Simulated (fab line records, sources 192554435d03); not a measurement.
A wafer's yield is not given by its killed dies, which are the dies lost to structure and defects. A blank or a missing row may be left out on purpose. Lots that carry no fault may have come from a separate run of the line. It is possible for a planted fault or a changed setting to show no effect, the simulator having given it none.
Which of the tools did it? | flow n5-finfet | 24 lots with 72 wafers sampled at 6 steps, on a route of 1938 steps

== WHAT EACH GAUGE READ, for each wafer ==
N5_BEOL_M5_THK_MEAS_53: measures by xrf. Usual: M5_THK gives 61.6 nm (standard deviation 1.9).
lot  | measured     | on            | M5_THK (nm)    | flag
L074 | day 8 17:47  | film-metro-02 | 65.6 63.2 64.9 |
L075 | day 8 19:21  | film-metro-02 | 63.1 60.6 64.0 |
L076 | day 9 00:27  | film-metro-01 | 62.5 62.4 60.5 |
L077 | day 9 05:19  | film-metro-01 | 63.3 62.5 61.7 |
L078 | day 9 16:50  | film-metro-01 | 62.0 59.2 62.4 |
L079 | day 9 22:51  | film-metro-02 | 64.0 62.0 62.3 |
L081 | day 10 12:00 | film-metro-01 | 60.3 62.1 63.0 |
L080 | day 10 13:28 | film-metro-02 | 64.0 60.0 63.3 |
L082 | day 10 19:16 | film-metro-02 | 60.2 60.8 60.5 |
L083 | day 10 23:44 | film-metro-01 | 62.7 63.6 64.2 |
L084 | day 11 09:14 | film-metro-02 | 63.2 63.4 64.3 |
L085 | day 11 11:11 | film-metro-01 | 59.9 61.1 59.7 |
L086 | day 11 18:08 | film-metro-01 | 59.7 60.3 61.2 |
L087 | day 12 04:16 | film-metro-01 | 62.5 60.3 60.2 |
L089 | day 12 18:08 | film-metro-02 | 61.4 61.5 60.6 |
L091 | day 12 21:52 | film-metro-01 | 61.7 61.6 60.1 |
L090 | day 12 23:37 | film-metro-02 | 59.2 56.2 61.8 |
L088 | day 13 06:47 | film-metro-02 | 64.5 63.1 61.0 |
L092 | day 13 09:39 | film-metro-01 | 64.2 58.7 63.2 |
L095 | day 13 19:38 | film-metro-01 | 58.9 60.5 62.2 |
L094 | day 14 04:54 | film-metro-02 | 58.8 61.1 60.2 |
L093 | day 14 17:18 | film-metro-02 | 61.3 64.9 62.5 |
L096 | day 15 00:47 | film-metro-01 | 58.7 59.7 58.9 |
L097 | day 15 19:31 | film-metro-01 | 58.1 62.2 62.6 |

== EACH LOT AND THE TOOL THAT RAN IT (in order: tool; ch and the chambers of the sampled wafers; start) ==
lot  | N5_BEOL_M5_HM_DEP_02         | N5_BEOL_M5_ETCH_75                 | N5_BEOL_M5_SPUTTER_81        | N5_BEOL_M5_SPUTTER_83        | N5_BEOL_M5_ANNEAL_89
L074 | pvd-sputter-01, day 8 07:19  | rie-diel-03 ch 1,3, day 8 10:46    | pvd-sputter-03, day 8 13:44  | pvd-sputter-03, day 8 14:49  | pvd-sputter-03, day 8 15:59
L075 | pvd-sputter-01, day 8 10:40  | rie-diel-03 ch 0,3, day 8 12:34    | pvd-sputter-01, day 8 15:18  | pvd-sputter-01, day 8 16:23  | pvd-sputter-01, day 8 17:33
L076 | pvd-sputter-01, day 8 13:19  | rie-diel-04 ch 0,1,3, day 8 17:24  | pvd-sputter-03, day 8 20:23  | pvd-sputter-03, day 8 21:28  | pvd-sputter-03, day 8 22:38
L077 | pvd-sputter-03, day 8 17:29  | rie-diel-03 ch 0,1, day 8 21:44    | pvd-sputter-03, day 9 00:49  | pvd-sputter-03, day 9 01:54  | pvd-sputter-03, day 9 03:04
L078 | pvd-sputter-02, day 9 07:57  | rie-diel-04 ch 0,1, day 9 10:01    | pvd-sputter-03, day 9 12:45  | pvd-sputter-03, day 9 13:50  | pvd-sputter-03, day 9 15:00
L079 | pvd-sputter-02, day 9 10:49  | rie-diel-04 ch 0,2,3, day 9 14:20  | pvd-sputter-03, day 9 17:43  | pvd-sputter-03, day 9 18:48  | pvd-sputter-03, day 9 19:58
L081 | pvd-sputter-02, day 10 00:37 | rie-diel-04 ch 0,2,3, day 10 03:41 | pvd-sputter-02, day 10 07:57 | pvd-sputter-02, day 10 09:02 | pvd-sputter-02, day 10 10:12
L080 | pvd-sputter-03, day 10 03:58 | rie-diel-03 ch 1,2,3, day 10 06:25 | pvd-sputter-01, day 10 09:25 | pvd-sputter-01, day 10 10:29 | pvd-sputter-01, day 10 11:40
L082 | pvd-sputter-01, day 10 07:16 | rie-diel-04 ch 0,3, day 10 12:03   | pvd-sputter-01, day 10 14:59 | pvd-sputter-01, day 10 16:05 | pvd-sputter-01, day 10 17:15
L083 | pvd-sputter-01, day 10 12:45 | rie-diel-04 ch 0,2, day 10 16:38   | pvd-sputter-01, day 10 19:40 | pvd-sputter-01, day 10 20:45 | pvd-sputter-01, day 10 21:55
L084 | pvd-sputter-02, day 10 23:04 | rie-diel-03 ch 0,2,3, day 11 01:53 | pvd-sputter-01, day 11 05:10 | pvd-sputter-01, day 11 06:16 | pvd-sputter-01, day 11 07:25
L085 | pvd-sputter-01, day 10 23:47 | rie-diel-05 ch 0,3, day 11 01:56   | pvd-sputter-03, day 11 07:07 | pvd-sputter-03, day 11 08:13 | pvd-sputter-03, day 11 09:23
L086 | pvd-sputter-02, day 11 09:24 | rie-diel-04 ch 1,2, day 11 10:51   | pvd-sputter-03, day 11 13:57 | pvd-sputter-03, day 11 15:02 | pvd-sputter-03, day 11 16:12
L087 | pvd-sputter-03, day 11 17:17 | rie-diel-05 ch 0,2, day 11 21:27   | pvd-sputter-03, day 12 00:12 | pvd-sputter-03, day 12 01:17 | pvd-sputter-03, day 12 02:28
L089 | pvd-sputter-01, day 12 08:38 | rie-diel-05 ch 0,2,3, day 12 11:27 | pvd-sputter-01, day 12 14:04 | pvd-sputter-01, day 12 15:09 | pvd-sputter-01, day 12 16:19
L091 | pvd-sputter-02, day 12 11:52 | rie-diel-04 ch 0,1,3, day 12 13:30 | pvd-sputter-02, day 12 17:45 | pvd-sputter-02, day 12 18:50 | pvd-sputter-02, day 12 20:01
L090 | pvd-sputter-02, day 12 14:19 | rie-diel-05 ch 1,2,3, day 12 16:40 | pvd-sputter-01, day 12 19:34 | pvd-sputter-01, day 12 20:39 | pvd-sputter-01, day 12 21:49
L088 | pvd-sputter-01, day 12 17:36 | rie-diel-04 ch 1,2, day 12 22:29   | pvd-sputter-02, day 13 02:42 | pvd-sputter-02, day 13 03:47 | pvd-sputter-02, day 13 04:58
L092 | pvd-sputter-01, day 12 23:49 | rie-diel-04 ch 0,1,2, day 13 01:53 | pvd-sputter-03, day 13 05:02 | pvd-sputter-03, day 13 06:07 | pvd-sputter-03, day 13 07:17
L095 | pvd-sputter-03, day 13 09:31 | rie-diel-03 ch 0,1,3, day 13 12:41 | pvd-sputter-02, day 13 15:35 | pvd-sputter-02, day 13 16:41 | pvd-sputter-02, day 13 17:50
L094 | pvd-sputter-02, day 13 19:08 | rie-diel-05 ch 1,3, day 13 21:56   | pvd-sputter-01, day 14 00:51 | pvd-sputter-01, day 14 01:56 | pvd-sputter-01, day 14 03:06
L093 | pvd-sputter-02, day 14 07:15 | rie-diel-03 ch 0,1,3, day 14 09:28 | pvd-sputter-02, day 14 13:14 | pvd-sputter-02, day 14 14:20 | pvd-sputter-02, day 14 15:29
L096 | pvd-sputter-01, day 14 13:21 | rie-diel-05 ch 1,2, day 14 17:16   | pvd-sputter-03, day 14 20:28 | pvd-sputter-03, day 14 21:33 | pvd-sputter-03, day 14 22:43
L097 | pvd-sputter-03, day 15 06:02 | rie-diel-04 ch 1,2,3, day 15 10:47 | pvd-sputter-01, day 15 15:17 | pvd-sputter-01, day 15 16:23 | pvd-sputter-01, day 15 17:32
- N5_BEOL_M5_HM_DEP_02: deposits TiN, target thk 20 nm.
- N5_BEOL_M5_ETCH_75: etches underlayer in N2/H2, target depth 6.5 nm, time 5.2 s.
- N5_BEOL_M5_SPUTTER_81: material Cu, target thk 15 nm, time 27.62 s.
- N5_BEOL_M5_SPUTTER_83: material Cu, target thk 15 nm, time 27.62 s.
- N5_BEOL_M5_ANNEAL_89: time 1800 s.

== AS READ BY THE TOOLS THEMSELVES (means over the sampled wafers that have a number; for cases with no such wafer, the mark the record gives instead) ==
N5_BEOL_M5_HM_DEP_02. Usual: throttle-valve-pct reads 30.1 % (standard deviation 0.99).
lot  | tool           | throttle-valve-pct (%) | flag
L074 | pvd-sputter-01 | 30.8                   |
L075 | pvd-sputter-01 | 31.0                   |
L076 | pvd-sputter-01 | 30.3                   |
L077 | pvd-sputter-03 | 30.2                   |
L078 | pvd-sputter-02 | 29.3                   |
L079 | pvd-sputter-02 | 29.2                   |
L081 | pvd-sputter-02 | 29.1                   |
L080 | pvd-sputter-03 | 30.3                   |
L082 | pvd-sputter-01 | 31.1                   |
L083 | pvd-sputter-01 | 31.6                   |
L084 | pvd-sputter-02 | 29.3                   |
L085 | pvd-sputter-01 | 30.8                   |
L086 | pvd-sputter-02 | 29.1                   |
L087 | pvd-sputter-03 | 30.0                   |
L089 | pvd-sputter-01 | 30.6                   |
L091 | pvd-sputter-02 | 29.2                   |
L090 | pvd-sputter-02 | 29.2                   |
L088 | pvd-sputter-01 | 30.6                   |
L092 | pvd-sputter-01 | 30.9                   |
L095 | pvd-sputter-03 | 29.7                   |
L094 | pvd-sputter-02 | 29.0                   |
L093 | pvd-sputter-02 | 29.4                   |
L096 | pvd-sputter-01 | 30.7                   |
L097 | pvd-sputter-03 | 30.7                   |

N5_BEOL_M5_ETCH_75. Usual: drypump-motor-current-A 5.7 A, standard deviation 0.47; etch-rf-on-time-s 5.19 s, standard deviation 0.14; oes-product-au 0.64 a.u., standard deviation 0.068; rf-vpp-V 523.7 V, standard deviation 2.3; showerhead-plenum-p-Torr 2.54 Torr, standard deviation 0.071; throttle-valve-pct 17.95 %, standard deviation 0.2.
lot  | tool        | drypump-motor-current-A (A) | etch-rf-on-time-s (s) | oes-product-au (a.u.) | rf-vpp-V (V) | showerhead-plenum-p-Torr (Torr) | throttle-valve-pct (%) | flag
L074 | rie-diel-03 | 5.4                         | 5.12                  | 0.64                  | 526.2        | 2.60                            | 17.99                  |
L075 | rie-diel-03 | 5.6                         | 5.09                  | 0.68                  | 525.3        | 2.59                            | 18.01                  |
L076 | rie-diel-04 | 5.6                         | 5.16                  | 0.63                  | 523.9        | 2.52                            | 18.00                  |
L077 | rie-diel-03 | 5.4                         | 5.25                  | 0.69                  | 522.5        | 2.49                            | 17.84                  |
L078 | rie-diel-04 | 5.9                         | 5.17                  | 0.64                  | 522.8        | 2.54                            | 18.07                  |
L079 | rie-diel-04 | 5.9                         | 5.15                  | 0.60                  | 522.7        | 2.47                            | 17.99                  |
L081 | rie-diel-04 | 5.9                         | 5.18                  | 0.60                  | 521.8        | 2.47                            | 17.99                  |
L080 | rie-diel-03 | 5.3                         | 5.08                  | 0.71                  | 523.5        | 2.58                            | 17.77                  |
L082 | rie-diel-04 | 5.4                         | 5.21                  | 0.59                  | 522.6        | 2.50                            | 17.95                  |
L083 | rie-diel-04 | 6.4                         | 5.05                  | 0.59                  | 520.5        | 2.44                            | 18.05                  |
L084 | rie-diel-03 | 5.4                         | 5.07                  | 0.72                  | 524.1        | 2.56                            | 17.78                  |
L085 | rie-diel-05 | 5.9                         | 5.18                  | 0.63                  | 523.9        | 2.57                            | 18.09                  |
L086 | rie-diel-04 | 5.9                         | 5.27                  | 0.62                  | 521.6        | 2.49                            | 18.11                  |
L087 | rie-diel-05 | 5.6                         | 5.19                  | 0.61                  | 524.5        | 2.58                            | 17.88                  |
L089 | rie-diel-05 | 5.7                         | 5.21                  | 0.61                  | 524.3        | 2.55                            | 17.97                  |
L091 | rie-diel-04 | 5.6                         | 5.20                  | 0.69                  | 523.7        | 2.51                            | 17.91                  |
L090 | rie-diel-05 | 5.6                         | 5.32                  | 0.60                  | 522.2        | 2.52                            | 18.02                  |
L088 | rie-diel-04 | 5.8                         | 5.25                  | 0.70                  | 525.0        | 2.60                            | 17.95                  |
L092 | rie-diel-04 | 6.1                         | 5.07                  | 0.69                  | 525.7        | 2.59                            | 17.94                  |
L095 | rie-diel-03 | 5.4                         | 5.13                  | 0.64                  | 524.4        | 2.53                            | 17.98                  |
L094 | rie-diel-05 | 5.8                         | 5.36                  | 0.60                  | 523.7        | 2.53                            | 18.15                  |
L093 | rie-diel-03 | 5.4                         | 5.21                  | 0.64                  | 523.7        | 2.53                            | 17.99                  |
L096 | rie-diel-05 | 5.4                         | 5.43                  | 0.57                  | 523.6        | 2.51                            | 17.91                  |
L097 | rie-diel-04 | 5.7                         | 5.26                  | 0.73                  | 524.2        | 2.57                            | 17.77                  |

N5_BEOL_M5_SPUTTER_81. Usual: throttle-valve-pct reads 30.2 % (standard deviation 1.1).
lot  | tool           | throttle-valve-pct (%) | flag
L074 | pvd-sputter-03 | 30.4                   |
L075 | pvd-sputter-01 | 30.3                   |
L076 | pvd-sputter-03 | 30.2                   |
L077 | pvd-sputter-03 | 29.6                   |
L078 | pvd-sputter-03 | 30.5                   |
L079 | pvd-sputter-03 | 30.2                   |
L081 | pvd-sputter-02 | 29.4                   |
L080 | pvd-sputter-01 | 31.1                   |
L082 | pvd-sputter-01 | 30.9                   |
L083 | pvd-sputter-01 | 31.0                   |
L084 | pvd-sputter-01 | 30.9                   |
L085 | pvd-sputter-03 | 29.6                   |
L086 | pvd-sputter-03 | 30.4                   |
L087 | pvd-sputter-03 | 29.7                   |
L089 | pvd-sputter-01 | 30.9                   |
L091 | pvd-sputter-02 | 29.1                   |
L090 | pvd-sputter-01 | 30.8                   |
L088 | pvd-sputter-02 | 29.2                   |
L092 | pvd-sputter-03 | 30.5                   |
L095 | pvd-sputter-02 | 29.2                   |
L094 | pvd-sputter-01 | 30.4                   |
L093 | pvd-sputter-02 | 29.4                   |
L096 | pvd-sputter-03 | 30.4                   |
L097 | pvd-sputter-01 | 31.3                   |

N5_BEOL_M5_SPUTTER_83. Usual: throttle-valve-pct reads 30.2 % (standard deviation 1).
lot  | tool           | throttle-valve-pct (%) | flag
L074 | pvd-sputter-03 | 30.5                   |
L075 | pvd-sputter-01 | 30.5                   |
L076 | pvd-sputter-03 | 30.2                   |
L077 | pvd-sputter-03 | 29.7                   |
L078 | pvd-sputter-03 | 30.5                   |
L079 | pvd-sputter-03 | 30.2                   |
L081 | pvd-sputter-02 | 29.3                   |
L080 | pvd-sputter-01 | 31.1                   |
L082 | pvd-sputter-01 | 30.9                   |
L083 | pvd-sputter-01 | 31.2                   |
L084 | pvd-sputter-01 | 31.1                   |
L085 | pvd-sputter-03 | 29.5                   |
L086 | pvd-sputter-03 | 30.2                   |
L087 | pvd-sputter-03 | 29.5                   |
L089 | pvd-sputter-01 | 31.1                   |
L091 | pvd-sputter-02 | 29.4                   |
L090 | pvd-sputter-01 | 30.8                   |
L088 | pvd-sputter-02 | 29.4                   |
L092 | pvd-sputter-03 | 30.5                   |
L095 | pvd-sputter-02 | 29.1                   |
L094 | pvd-sputter-01 | 30.3                   |
L093 | pvd-sputter-02 | 29.4                   |
L096 | pvd-sputter-03 | 30.4                   |
L097 | pvd-sputter-01 | 31.1                   |

N5_BEOL_M5_ANNEAL_89. Usual: heater-power-w reads 793 W (standard deviation 86).
lot  | tool           | heater-power-w (W) | flag
L074 | pvd-sputter-03 | 749                |
L075 | pvd-sputter-01 | 840                |
L076 | pvd-sputter-03 | 725                |
L077 | pvd-sputter-03 | 789                |
L078 | pvd-sputter-03 | 744                |
L079 | pvd-sputter-03 | 733                |
L081 | pvd-sputter-02 | 788                |
L080 | pvd-sputter-01 | 880                |
L082 | pvd-sputter-01 | 767                |
L083 | pvd-sputter-01 | 833                |
L084 | pvd-sputter-01 | 762                |
L085 | pvd-sputter-03 | 778                |
L086 | pvd-sputter-03 | 714                |
L087 | pvd-sputter-03 | 746                |
L089 | pvd-sputter-01 | 877                |
L091 | pvd-sputter-02 | 816                |
L090 | pvd-sputter-01 | 821                |
L088 | pvd-sputter-02 | 899                |
L092 | pvd-sputter-03 | 745                |
L095 | pvd-sputter-02 | 877                |
L094 | pvd-sputter-01 | 721                |
L093 | pvd-sputter-02 | 896                |
L096 | pvd-sputter-03 | 736                |
L097 | pvd-sputter-01 | 830                |

== THE ANSWER, worked out from the rows above alone ==
Rule: take the mean of a lot's wafers that have a number; if it is more than 3 standard deviations from the usual mean, the lot is off. A lot without any number at a reading at which 4 lots or more have one is off too. Any other lot the step has rows for is counted as sound. The gauges are gone through in route order, then the tools' own readings, and for those a lot's mean is taken as printed above. The first step at which some lot is off is used, and at that step the reading that is off furthest; a lot without a number counts as furthest.
No lot is off at any reading shown: from this, nothing can be told.

== WHAT THE SIMULATOR PUT IN ==
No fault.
